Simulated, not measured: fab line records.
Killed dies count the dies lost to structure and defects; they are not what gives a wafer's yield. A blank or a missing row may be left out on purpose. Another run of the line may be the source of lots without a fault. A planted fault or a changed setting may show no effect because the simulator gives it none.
fab line records ; flow nand-harc
record: lots: 6; wafers: 18; last-day: 33
route steps=1302 shown A_M1@1179 END@1302
lots with no fault: from the same line, run without faults
start-h: start of the lot's first displayed wafer, in hours after the record's first day ; wait-h: hours since the lot's step before ; " as in the row above ; L1.1+2: a single row standing in for several wafers ; - either no value or no given start ; * or withheld: withheld ; < > ~ a bound
route shown NAME@n: a module of which the file shows steps, and the number in the route of the first ; usual: mean/standard deviation taken from wafers without a fault ; same: alike in all rows ; chamber/n: place in a boat ; sites: each site's reading ; _std_site: standard deviation across them ; _edge_site: the outer-site mean with the inner-site mean subtracted ; radius-mm: how far each site lies from the wafer's centre ; mask NAME#n: copy n ; behind: tool/chamber where the wafer was last shaped ; hold: why the lot went on hold/how many hours it stayed there/how the hold came to an end ; device: names the non-switching transistor (n, p or np) ; end of line: the same wafers' tests at the end of the route ; where a step has no rows: the recipe by itself ; killed: the dies lost at the first sort to structure and to defects; this is not the yield of the wafer ; map: a wafer's dies, x killed, . not, _ none there
set.NAME: the setting that was run; set.NAME@STEP: the one run at that earlier step ; model.NAME: the simulator's own value behind a step, which no gauge read
certain route steps with their lots: each step a table, each wafer a row
services: from which hour (start-h, from the record's first day; less than 0 if before it) a tool's chamber was out of use, for how many hours, and why
== steps ==
step: NHARC_A_M1_CD_MEAS_09
recipe: target-cd-nm: 120; landing-energy-ev: 500
usual: cd-nm: 120.1/0.88
same: landing-energy-ev: 500
lot.wafer;tool;chamber;start-h;wait-h;cd-nm
L711.2;cd-sem-03;0;540.24;-;121.1
L711.3;cd-sem-03;0;540.24;-;119.1
L711.5;cd-sem-03;0;540.24;-;119.0
L718.1;cd-sem-03;0;588.76;-;119.1
L718.4;cd-sem-03;0;588.76;-;118.6
L718.6;cd-sem-03;0;588.76;-;118.2
L727.3;cd-sem-01;0;711.44;-;120.4
L727.4;cd-sem-01;0;711.44;-;120.3
L727.5;cd-sem-01;0;711.44;-;120.6
L728.4;cd-sem-03;0;721.51;-;120.5
L728.5;cd-sem-03;0;721.51;-;120.3
L728.6;cd-sem-03;0;721.51;-;120.1
L729.1;cd-sem-02;0;723.05;-;120.2
L729.2;cd-sem-02;0;723.05;-;118.7
L729.3;cd-sem-02;0;723.05;-;119.2
L733.1;cd-sem-01;0;738.03;-;120.1
L733.5;cd-sem-01;0;738.03;-;120.7
L733.6;cd-sem-01;0;738.03;-;120.7
step: NHARC_A_M1_OVL_MEAS_10
recipe: pitch-nm: 240
usual: overlay-x-nm: -0.1/0.78; overlay-y-nm: 0.0/0.67
lot.wafer;tool;chamber;start-h;wait-h;overlay-x-nm;overlay-y-nm
L711.2;overlay-01;-;540.33;-;-0.5;0.9
L711.3;overlay-01;-;540.33;-;-0.5;0.6
L711.5;overlay-01;-;540.33;-;0.0;0.6
L718.1;overlay-02;-;588.85;-;-1.5;-1.1
L718.4;overlay-02;-;588.85;-;-1.2;-1.5
L718.6;overlay-02;-;588.85;-;-1.2;-0.6
L727.3;overlay-02;-;711.52;-;-1.3;0.7
L727.4;overlay-02;-;711.52;-;-1.1;1.6
L727.5;overlay-02;-;711.52;-;-1.0;1.8
L728.4;overlay-02;-;721.59;-;-0.9;0.7
L728.5;overlay-02;-;721.59;-;-0.9;0.1
L728.6;overlay-02;-;721.59;-;-1.1;0.1
L729.1;overlay-01;-;723.14;-;0.4;-1.0
L729.2;overlay-01;-;723.14;-;0.4;-0.7
L729.3;overlay-01;-;723.14;-;0.2;-0.7
L733.1;overlay-02;-;738.12;-;-1.0;0.0
L733.5;overlay-02;-;738.12;-;-1.7;0.2
L733.6;overlay-02;-;738.12;-;-1.2;0.4
step: NHARC_A_M1_INSPECT_11
usual: raw-defect-count: 83/39
lot.wafer;tool;chamber;start-h;wait-h;raw-defect-count
L711.2;defect-inspect-02;-;540.36;0.0;13
L711.3;defect-inspect-02;-;540.36;0.0;23
L711.5;defect-inspect-02;-;540.36;0.0;21
L718.1;defect-inspect-01;-;588.89;0.0;72
L718.4;defect-inspect-01;-;588.89;0.0;74
L718.6;defect-inspect-01;-;588.89;0.0;82
L727.3;defect-inspect-01;-;711.56;0.0;111
L727.4;defect-inspect-01;-;711.56;0.0;102
L727.5;defect-inspect-01;-;711.56;0.0;104
L728.4;defect-inspect-01;-;721.63;0.0;82
L728.5;defect-inspect-01;-;721.63;0.0;89
L728.6;defect-inspect-01;-;721.63;0.0;67
L729.1;defect-inspect-02;-;723.17;0.0;85
L729.2;defect-inspect-02;-;723.17;0.0;100
L729.3;defect-inspect-02;-;723.17;0.0;115
L733.1;defect-inspect-02;-;738.15;0.0;23
L733.5;defect-inspect-02;-;738.15;0.0;31
L733.6;defect-inspect-02;-;738.15;0.0;19
step: NHARC_A_M1_DESCUM_14
recipe: time-s: 3; o2-flow-sccm: 200; ar-flow-sccm: 0; bias-power-w: 0; chemistry: O2
usual: drypump-motor-current-A: 5.6/0.31; oes-product-au: 0.996/0.013; rf-vpp-V: 57.9/1; showerhead-plenum-p-Torr: 1.95/0.088; throttle-valve-pct: 11.311/0.0082
lot.wafer;tool;chamber;start-h;wait-h;drypump-motor-current-A;oes-product-au;rf-hours-counter-h;rf-vpp-V;showerhead-plenum-p-Torr;throttle-valve-pct
L711.2;rie-diel-01;2;540.42;0.1;5.2;0.995;9;57.2;1.84;11.317
L711.3;rie-diel-01;3;540.42;0.1;5.3;0.986;8;57.8;2.01;11.306
L711.5;rie-diel-01;2;540.42;0.1;5.2;0.997;-;57.1;1.84;11.318
L718.1;rie-diel-10;0;588.95;0.1;5.8;0.994;10;58.0;2.03;11.311
L718.4;rie-diel-10;2;588.95;0.1;5.7;0.997;9;56.1;1.91;11.307
L718.6;rie-diel-10;0;588.95;0.1;5.8;0.992;-;57.6;2.03;11.303
L727.4;rie-diel-01;1;711.64;0.1;6.2;1.001;11;56.9;1.83;11.303
L727.3;rie-diel-01;2;711.64;0.1;5.3;1.022;10;57.7;1.84;11.303
L727.5;rie-diel-01;3;711.64;0.1;5.2;0.990;-;58.9;2.01;11.315
L728.4;rie-diel-01;3;721.70;0.1;5.3;0.992;7;58.1;2.01;11.316
L728.5;rie-diel-01;2;721.70;0.1;5.3;1.019;-;58.6;1.84;11.307
L728.6;rie-diel-01;3;721.70;0.1;5.3;0.987;-;58.0;2.01;11.318
L729.1;rie-diel-01;1;723.23;0.1;6.2;1.021;11;57.3;1.83;11.305
L729.2;rie-diel-01;3;723.23;0.1;5.3;1.000;7;58.3;2.01;11.302
L729.3;rie-diel-01;0;723.23;0.1;5.9;1.032;9;58.3;1.95;11.304
L733.1;rie-diel-12;3;738.23;0.1;5.7;0.981;3;57.9;2.05;11.302
L733.5;rie-diel-12;2;738.23;0.1;5.2;0.991;-;57.2;2.03;11.316
L733.6;rie-diel-12;1;738.23;0.1;5.6;0.993;-;57.6;1.82;11.316
step: NHARC_A_M1_ETCH_35
recipe: target-depth-a: 400; overetch-a: 120; time-s: 43.94; ion-energy-ev: 200; n2-flow-sccm: 150; h2-flow-sccm: 150; ar-flow-sccm: 0; rf-w: 400; bias-w: 150; chemistry: N2/H2
usual: drypump-motor-current-A: 5.6/0.31; oes-product-au: 0.995/0.013; rf-vpp-V: 431.7/2.8; showerhead-plenum-p-Torr: 2.08/0.096; throttle-valve-pct: 14.171/0.0087
lot.wafer;tool;chamber;start-h;wait-h;drypump-motor-current-A;oes-product-au;rf-hours-counter-h;rf-vpp-V;showerhead-plenum-p-Torr;throttle-valve-pct
L711.2;rie-diel-01;0;540.51;0.1;5.9;1.022;7;430.7;2.08;14.159
L711.3;rie-diel-01;2;540.51;0.1;5.3;0.987;9;429.2;1.96;14.161
L711.5;rie-diel-01;3;540.51;0.1;5.3;0.999;-;432.2;2.14;14.178
L718.4;rie-diel-10;0;589.04;0.1;5.7;0.985;10;435.1;2.17;14.162
L718.1;rie-diel-10;2;589.04;0.1;5.7;0.986;9;430.0;2.03;14.160
L718.6;rie-diel-10;1;589.04;0.1;5.6;0.985;-;429.0;2.00;14.171
L727.4;rie-diel-01;1;711.71;0.1;6.2;1.003;11;427.7;1.94;14.171
L727.3;rie-diel-01;3;711.71;0.1;5.3;0.981;7;434.1;2.14;14.188
L727.5;rie-diel-01;1;711.71;0.1;6.2;1.003;-;427.4;1.94;14.153
L728.4;rie-diel-01;1;721.79;0.1;6.2;0.999;11;427.5;1.94;14.172
L728.6;rie-diel-01;2;721.79;0.1;5.3;1.018;-;427.9;1.96;14.178
L728.5;rie-diel-01;3;721.79;0.1;5.2;0.996;-;434.0;2.14;14.174
L729.1;rie-diel-01;0;723.32;0.1;5.8;1.024;9;432.3;2.07;14.178
L729.3;rie-diel-01;1;723.32;0.1;6.2;0.996;11;427.9;1.94;14.170
L729.2;rie-diel-01;3;723.32;0.1;5.3;0.983;7;433.9;2.14;14.169
L733.1;rie-diel-12;3;738.33;0.1;5.7;0.975;3;433.7;2.18;14.167
L733.5;rie-diel-12;1;738.33;0.1;5.6;0.987;-;427.4;1.94;14.178
L733.6;rie-diel-12;2;738.33;0.1;5.1;0.986;-;432.7;2.16;14.179
step: NHARC_A_M1_ETCH_15
recipe: target-depth-a: 1825; time-s: 91.2; c4f8-flow-sccm: withheld; ar-flow-sccm: 400; rf-w: 600; bias-w: 300; chemistry: C4F8/Ar
step: NHARC_A_M1_CD_MEAS_16
usual: cd-nm: 120.2/1
lot.wafer;tool;chamber;start-h;wait-h;cd-nm
L711.2;cd-sem-02;-;540.73;-;119.0
L711.3;cd-sem-02;-;540.73;-;119.3
L711.5;cd-sem-02;-;540.73;-;118.2
L718.1;cd-sem-01;-;589.25;-;118.4
L718.4;cd-sem-01;-;589.25;-;119.5
L718.6;cd-sem-01;-;589.25;-;117.9
L727.3;cd-sem-02;-;711.93;-;119.4
L727.4;cd-sem-02;-;711.93;-;119.8
L727.5;cd-sem-02;-;711.93;-;120.7
L728.4;cd-sem-03;-;722.00;-;119.3
L728.5;cd-sem-03;-;722.00;-;118.8
L728.6;cd-sem-03;-;722.00;-;120.5
L729.1;cd-sem-01;-;723.54;-;121.0
L729.2;cd-sem-01;-;723.54;-;118.2
L729.3;cd-sem-01;-;723.54;-;119.0
L733.1;cd-sem-02;-;738.73;-;121.3
L733.5;cd-sem-02;-;738.73;-;120.8
L733.6;cd-sem-02;-;738.73;-;121.3
step: NHARC_A_M1_STRIP_18
recipe: power-w: 1000; n2-flow-sccm: 150; h2-flow-sccm: 150; ar-flow-sccm: 0; bias-w: 0; chemistry: N2/H2
usual: drypump-motor-current-A: 5.6/0.32; oes-product-au: 0.998/0.014; rf-vpp-V: 91.0/0.93; showerhead-plenum-p-Torr: 2.07/0.096; throttle-valve-pct: 14.170/0.0093
lot.wafer;tool;chamber;start-h;wait-h;drypump-motor-current-A;oes-product-au;rf-hours-counter-h;rf-vpp-V;showerhead-plenum-p-Torr;throttle-valve-pct
L711.2;rie-diel-10;1;540.83;0.1;5.6;0.976;6;90.6;2.00;14.190
L711.3;rie-diel-10;3;540.83;0.1;5.5;0.983;7;91.4;2.19;14.157
L711.5;rie-diel-10;1;540.83;0.1;5.6;0.978;-;90.3;2.00;14.185
L718.4;rie-diel-12;3;589.33;0.1;5.7;0.986;4;91.9;2.19;14.173
L718.1;rie-diel-12;0;589.33;0.1;6.3;0.983;4;91.2;2.14;14.176
L718.6;rie-diel-12;3;589.33;0.1;5.7;0.974;-;91.6;2.19;14.181
L727.3;rie-diel-01;3;712.00;0.1;5.3;0.983;7;92.4;2.14;14.172
L727.4;rie-diel-01;2;712.00;0.1;5.3;1.008;10;91.3;1.96;14.171
L727.5;rie-diel-01;3;712.00;0.1;5.3;0.978;-;92.2;2.14;14.154
L728.4;rie-diel-01;0;722.07;0.1;5.8;1.010;9;90.7;2.08;14.180
L728.5;rie-diel-01;0;722.07;0.1;5.9;1.018;-;90.4;2.08;14.163
L728.6;rie-diel-01;1;722.07;0.1;6.2;1.005;-;89.4;1.94;14.165
L729.1;rie-diel-12;1;723.61;0.1;5.6;1.005;2;89.8;1.94;14.176
L729.2;rie-diel-12;3;723.61;0.1;5.7;0.974;2;91.4;2.18;14.152
L729.3;rie-diel-12;1;723.61;0.1;5.6;1.003;-;90.3;1.94;14.159
L733.1;rie-diel-10;2;738.86;0.1;5.7;0.991;6;90.2;2.03;14.176
L733.6;rie-diel-10;0;738.86;0.1;5.7;0.994;-;91.9;2.17;14.171
L733.5;rie-diel-10;1;738.86;0.1;5.6;0.987;-;91.0;1.99;14.166
step: NHARC_A_M1_ETCH_28
recipe: target-depth-a: 300; over-etch-frac: 0.3; time-s: 72.99; ion-energy-ev: 150; cf4-flow-sccm: 50; n2-flow-sccm: 100; ar-flow-sccm: 150; rf-w: 300; bias-w: 100; chemistry: CF4/N2
usual: drypump-motor-current-A: 5.6/0.32; oes-product-au: 0.997/0.014; rf-vpp-V: 314.7/2.1; showerhead-plenum-p-Torr: 2.66/0.11; throttle-valve-pct: 19.796/0.01
lot.wafer;tool;chamber;start-h;wait-h;drypump-motor-current-A;oes-product-au;rf-hours-counter-h;rf-vpp-V;showerhead-plenum-p-Torr;throttle-valve-pct
L711.3;rie-diel-10;3;-;-;5.4;0.982;7;316.9;2.80;19.792
L711.2;rie-diel-10;1;-;-;5.6;0.983;6;313.8;2.58;19.785
L711.5;rie-diel-10;2;-;-;5.7;0.996;-;314.2;2.62;19.805
L718.4;rie-diel-12;0;-;-;6.2;0.997;4;315.8;2.75;19.802
L718.1;rie-diel-12;2;-;-;5.1;0.998;5;316.4;2.77;19.801
L718.6;rie-diel-12;0;-;-;6.2;0.993;-;317.0;2.75;19.787
L727.3;rie-diel-01;1;-;-;6.2;1.000;11;311.9;2.51;19.796
L727.4;rie-diel-01;3;-;-;5.3;0.991;7;316.7;2.75;19.800
L727.5;rie-diel-01;2;-;-;5.2;1.016;-;311.5;2.53;19.801
L728.4;rie-diel-01;1;-;-;6.1;1.005;11;312.5;2.51;19.815
L728.6;rie-diel-01;2;-;-;5.3;1.014;-;313.7;2.53;19.798
L728.5;rie-diel-01;3;-;-;5.2;0.989;-;316.3;2.75;19.790
L729.1;rie-diel-12;3;724.01;0.3;5.7;0.973;2;316.5;2.80;19.798
L729.2;rie-diel-12;1;724.01;0.3;5.6;0.998;2;312.4;2.50;19.775
L729.3;rie-diel-12;1;724.01;0.3;5.6;1.004;-;311.0;2.50;19.796
L733.1;rie-diel-10;1;-;-;5.6;0.999;9;312.3;2.57;19.793
L733.6;rie-diel-10;3;-;-;5.4;0.974;-;317.2;2.80;19.800
L733.5;rie-diel-10;0;-;-;5.7;0.990;-;317.0;2.78;19.791
step: NHARC_A_M1_STRIP_19
recipe: time-s: 600; temp-c: 30; chemistry: post-etch-residue-remover
step: NHARC_A_M1_DEGAS_29
recipe: temp-c: 250; time-s: 60
step: NHARC_A_M1_PRE_CLEAN_30
recipe: time-s: 30; temp-c: 280; gas: H2/He
step: NHARC_A_M1_PVD_20
recipe: target-thk-a: 50; bias-v: 168.6; power-w: 15000; chamber-pressure-pa: 0.12; time-s: 8.06; substrate-temp-c: 50; material: TaN
usual: cathode-dc-power-W: 15000/2.5; throttle-valve-pct: 30.3/1.1
lot.wafer;tool;chamber;start-h;wait-h;cathode-dc-power-W;throttle-valve-pct
L711.2;pvd-sputter-01;-;541.67;0.1;15003;29.2
L711.3;pvd-sputter-01;-;541.67;0.1;14994;32.2
L711.5;pvd-sputter-01;-;541.67;0.1;15005;31.6
L718.1;pvd-sputter-03;-;590.08;-;14997;29.3
L718.4;pvd-sputter-03;-;590.08;-;14997;30.7
L718.6;pvd-sputter-03;-;590.08;-;15001;30.6
L727.4;pvd-sputter-01;-;712.75;-;14464;30.7
L727.3;pvd-sputter-01;-;712.75;-;14467;31.8
L727.5;pvd-sputter-01;-;712.75;-;14464;30.2
L728.4;pvd-sputter-01;-;722.86;-;14462;31.7
L728.6;pvd-sputter-01;-;722.86;-;14463;30.3
L728.5;pvd-sputter-01;-;722.86;-;14464;32.0
L729.3;pvd-sputter-03;-;724.57;-;14999;30.4
L729.1;pvd-sputter-03;-;724.57;-;15001;30.7
L729.2;pvd-sputter-03;-;724.57;-;14995;30.2
L733.1;pvd-sputter-02;-;739.61;-;14998;28.2
L733.6;pvd-sputter-02;-;739.61;-;14997;29.5
L733.5;pvd-sputter-02;-;739.61;-;15005;28.4
step: NHARC_A_M1_PVD_21
recipe: target-thk-a: 300; chamber-pressure-pa: 5; power-w: 5000; substrate-temp-c: 30; time-s: 20.49; material: Cu
usual: cathode-dc-power-W: 5000.2/0.93; throttle-valve-pct: 30.2/1.2
lot.wafer;tool;chamber;start-h;wait-h;cathode-dc-power-W;throttle-valve-pct
L711.3;pvd-sputter-01;-;541.88;0.2;4999.0;32.4
L711.2;pvd-sputter-01;-;541.88;0.2;4999.5;30.6
L711.5;pvd-sputter-01;-;541.88;0.2;5000.6;31.5
L718.4;pvd-sputter-03;-;-;-;5001.4;29.4
L718.1;pvd-sputter-03;-;-;-;5001.5;30.6
L718.6;pvd-sputter-03;-;-;-;4999.5;29.2
L727.4;pvd-sputter-01;-;-;-;5000.8;31.7
L727.3;pvd-sputter-01;-;-;-;5001.5;30.1
L727.5;pvd-sputter-01;-;-;-;5000.6;29.7
L728.4;pvd-sputter-01;-;-;-;5001.3;30.3
L728.6;pvd-sputter-01;-;-;-;4998.9;30.4
L728.5;pvd-sputter-01;-;-;-;5000.0;31.5
L729.3;pvd-sputter-03;-;-;-;5000.2;30.5
L729.2;pvd-sputter-03;-;-;-;4999.2;30.3
L729.1;pvd-sputter-03;-;-;-;5000.5;30.3
L733.1;pvd-sputter-02;-;-;-;5000.0;28.0
L733.5;pvd-sputter-02;-;-;-;5002.3;29.4
L733.6;pvd-sputter-02;-;-;-;4999.1;28.2
step: NHARC_END_SORT_01
recipe: temp-c: 25
usual: defect-limited-yield: 90/3.4; killed-at-array: 61/24; killed-at-other: 1.2/1.3; killed-at-periphery: 3.7/2.6; killed-dies: 66/23; killed-open: 3.3/1.8; killed-short: 2.4/1.6
same: gross-dies: 677
lot.wafer;tool;chamber;start-h;wait-h;defect-limited-yield[%];killed-at-array;killed-at-other;killed-at-periphery;killed-dies;killed-open;killed-short
L711.2;prober-01;0;590.81;2.8;97;18;1;2;21;6;2
L711.3;prober-01;0;591.62;3.1;96;21;1;2;24;2;2
L711.5;prober-01;0;593.25;3.8;96;22;3;2;27;1;3
L718.1;prober-02;0;629.79;2.5;91;54;1;5;60;6;6
L718.4;prober-02;0;632.20;3.4;90;59;1;5;65;5;1
L718.6;prober-02;0;633.80;4.0;91;56;1;2;59;1;0
L728.4;prober-01;0;763.88;3.4;90;59;1;6;66;5;0
L728.5;prober-01;0;764.68;3.7;90;59;3;5;67;4;4
L728.6;prober-01;0;765.48;4.0;94;38;0;3;41;0;0
L729.1;prober-01;0;769.30;2.5;89;65;2;7;74;5;1
L729.2;prober-01;0;770.11;2.8;89;73;0;1;74;4;0
L729.3;prober-01;0;770.91;3.1;89;74;0;1;75;3;1
L733.1;prober-02;0;780.27;2.6;95;23;5;4;32;6;2
L733.5;prober-02;0;783.45;3.7;93;37;3;5;45;7;3
L733.6;prober-02;0;784.25;4.0;95;21;4;6;31;4;2
killed by level:class
L711.2 A_CHANNEL_HOLE_D2:chamber-film-flake=7 A_STAIRCASE:chamber-film-flake=2 A_CONTACT:chamber-film-flake=2 P_CONTACT:geometric-particle:open=1 P_M1:geometric-particle:open=1 A_CHANNEL_FILL_D1:geometric-particle:short=1 A_DECK1_JOINT:geometric-particle:open=1 A_CHANNEL_HOLE_D2:geometric-particle:open=1
L711.3 A_CHANNEL_HOLE_D2:chamber-film-flake=4 A_CHANNEL_HOLE_D1:chamber-film-flake=3 A_CHANNEL_FILL_D1:chamber-film-flake=3 A_CONTACT:chamber-film-flake=3 A_BONDPAD:chamber-film-flake=2 P_CONTACT:geometric-particle:open=1 P_M0:geometric-particle:open=1 A_DECK1_JOINT:geometric-particle:short=1
L711.5 A_CHANNEL_HOLE_D2:chamber-film-flake=6 A_STAIRCASE:chamber-film-flake=5 A_CONTACT:chamber-film-flake=3 THIN_TSV:chamber-film-flake=3 A_CHANNEL_HOLE_D1:chamber-film-flake=2 P_CONTACT:geometric-particle:open=1 A_CHANNEL_FILL_D1:geometric-particle:short=1 A_CHANNEL_FILL_D2:geometric-particle:short=1
L718.1 A_SLIT:chamber-film-flake=24 A_CHANNEL_HOLE_D2:chamber-film-flake=9 A_CHANNEL_HOLE_D1:chamber-film-flake=5 A_CONTACT:chamber-film-flake=3 P_CONTACT:geometric-particle:short=2 A_M1:geometric-particle:open=2 P_M1:chamber-film-flake=2 A_STAIRCASE:chamber-film-flake=2
L718.4 A_SLIT:chamber-film-flake=32 A_CHANNEL_HOLE_D2:chamber-film-flake=12 A_CONTACT:chamber-film-flake=6 P_GATE:chamber-film-flake=3 A_CHANNEL_HOLE_D1:chamber-film-flake=3 A_DECK1_JOINT:geometric-particle:open=2 P_GATE:geometric-particle:open=1 A_ONON_D2:geometric-particle:short=1
L718.6 A_SLIT:chamber-film-flake=32 A_CHANNEL_HOLE_D1:chamber-film-flake=8 A_CHANNEL_HOLE_D2:chamber-film-flake=8 A_CONTACT:chamber-film-flake=4 P_M1:chamber-film-flake=2 A_DECK1_JOINT:geometric-particle:open=1 A_CHANNEL_FILL_D2:chamber-film-flake=1 A_STAIRCASE:chamber-film-flake=1
L728.4 A_SLIT:chamber-film-flake=35 A_CHANNEL_HOLE_D1:chamber-film-flake=16 A_DECK1_JOINT:chamber-film-flake=3 P_GATE:geometric-particle:open=2 P_M2:chamber-film-flake=2 A_CONTACT:chamber-film-flake=2 P_M1:geometric-particle:open=1 A_ONON_D1:geometric-particle:open=1
L728.5 A_SLIT:chamber-film-flake=36 A_CHANNEL_HOLE_D1:chamber-film-flake=12 P_M2:chamber-film-flake=3 A_CONTACT:chamber-film-flake=3 THIN_TSV:chamber-film-flake=3 A_M0:geometric-particle:short=2 P_STI:geometric-particle:short=1 A_DECK1_JOINT:geometric-particle:open=1
L728.6 A_SLIT:chamber-film-flake=30 A_CHANNEL_HOLE_D1:chamber-film-flake=6 P_M2:chamber-film-flake=2 P_STI:chamber-film-flake=1 A_STAIRCASE:chamber-film-flake=1 A_CONTACT:chamber-film-flake=1
L729.1 A_CHANNEL_HOLE_D1:chamber-film-flake=29 A_CHANNEL_HOLE_D2:chamber-film-flake=21 P_GATE:chamber-film-flake=5 A_SLIT:chamber-film-flake=4 A_CONTACT:chamber-film-flake=4 A_STAIRCASE:chamber-film-flake=2 THIN_TSV:chamber-film-flake=2 P_GATE:geometric-particle:open=1
L729.2 A_CHANNEL_HOLE_D1:chamber-film-flake=29 A_CHANNEL_HOLE_D2:chamber-film-flake=21 A_CONTACT:chamber-film-flake=11 A_SLIT:chamber-film-flake=5 A_CHANNEL_FILL_D1:geometric-particle:open=2 A_STAIRCASE:chamber-film-flake=2 A_CHANNEL_HOLE_D2:geometric-particle:open=1 A_M0:geometric-particle:open=1
L729.3 A_CHANNEL_HOLE_D2:chamber-film-flake=29 A_CHANNEL_HOLE_D1:chamber-film-flake=27 A_SLIT:chamber-film-flake=7 A_CONTACT:chamber-film-flake=7 A_CHANNEL_FILL_D1:geometric-particle:open=2 P_CONTACT:geometric-particle:open=1 A_M0:geometric-particle:short=1 A_CHANNEL_FILL_D2:chamber-film-flake=1
L733.1 A_SLIT:chamber-film-flake=8 A_CONTACT:chamber-film-flake=8 THIN_TSV:chamber-film-flake=4 P_GATE:geometric-particle:open=2 P_CONTACT:geometric-particle:open=2 A_CHANNEL_FILL_D1:geometric-particle:open=2 A_CHANNEL_HOLE_D2:chamber-film-flake=2 A_ONON_D1:geometric-particle:short=1
L733.5 A_CONTACT:chamber-film-flake=19 A_SLIT:chamber-film-flake=6 P_GATE:chamber-film-flake=3 A_ONON_D1:geometric-particle:short=2 A_CHANNEL_FILL_D1:geometric-particle:open=2 A_STAIRCASE:chamber-film-flake=2 A_WL_FILL:chamber-film-flake=2 THIN_TSV:chamber-film-flake=2
L733.6 A_SLIT:chamber-film-flake=8 A_CONTACT:chamber-film-flake=6 P_GATE:chamber-film-flake=4 THIN_TSV:chamber-film-flake=3 P_CONTACT:geometric-particle:short=1 P_M1:geometric-particle:short=1 A_CHANNEL_FILL_D1:geometric-particle:open=1 A_ONON_D2:geometric-particle:open=1
== services ==
tool;chamber;start-h;hours;kind
pvd-sputter-03;-;526.03;10.0;pm
pvd-sputter-02;-;549.35;4.2;repair
pvd-sputter-03;-;556.62;3.0;repair
rie-diel-01;-;557.96;9.0;pm
pvd-sputter-02;-;566.96;0.5;repair
pvd-sputter-01;-;582.02;10.0;pm
rie-diel-10;-;596.63;9.0;pm
rie-diel-01;0;600.57;6.8;repair
pvd-sputter-02;-;601.48;8.7;repair
rie-diel-12;-;622.40;9.0;pm
rie-diel-10;3;633.01;2.6;repair
pvd-sputter-02;-;638.00;10.0;pm
rie-diel-12;1;651.35;3.1;repair
rie-diel-01;3;677.30;21.7;repair
rie-diel-10;2;700.52;35.5;repair
rie-diel-12;1;701.36;3.1;repair
pvd-sputter-03;-;704.03;10.0;pm
rie-diel-12;2;706.70;22.4;repair
rie-diel-12;0;717.78;21.0;repair
rie-diel-12;-;720.27;0.6;repair
rie-diel-10;3;728.42;2.3;repair
rie-diel-01;1;729.95;2.4;repair
rie-diel-12;1;730.15;4.2;repair
rie-diel-01;-;734.96;9.0;pm
== key ==
first-sign: step: NHARC_A_M1_PVD_20; reading: cathode-dc-power-W; direction: down; sigmas: 99+; usual: *; struck: *
effect none on later readings
met-at NHARC_A_M1_PVD_20
struck-wafers L727.3,L727.4,L727.5,L728.4,L728.5,L728.6
onset-between 541.67 712.75
fault: kind: process-parameter-drift; tool: pvd-sputter-01; chamber: -; onset-h: 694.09; steps: NHARC_A_M1_PVD_20; channel: power-w; offset: *; shape: step; end-h: 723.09; acts-in: *; stated: *
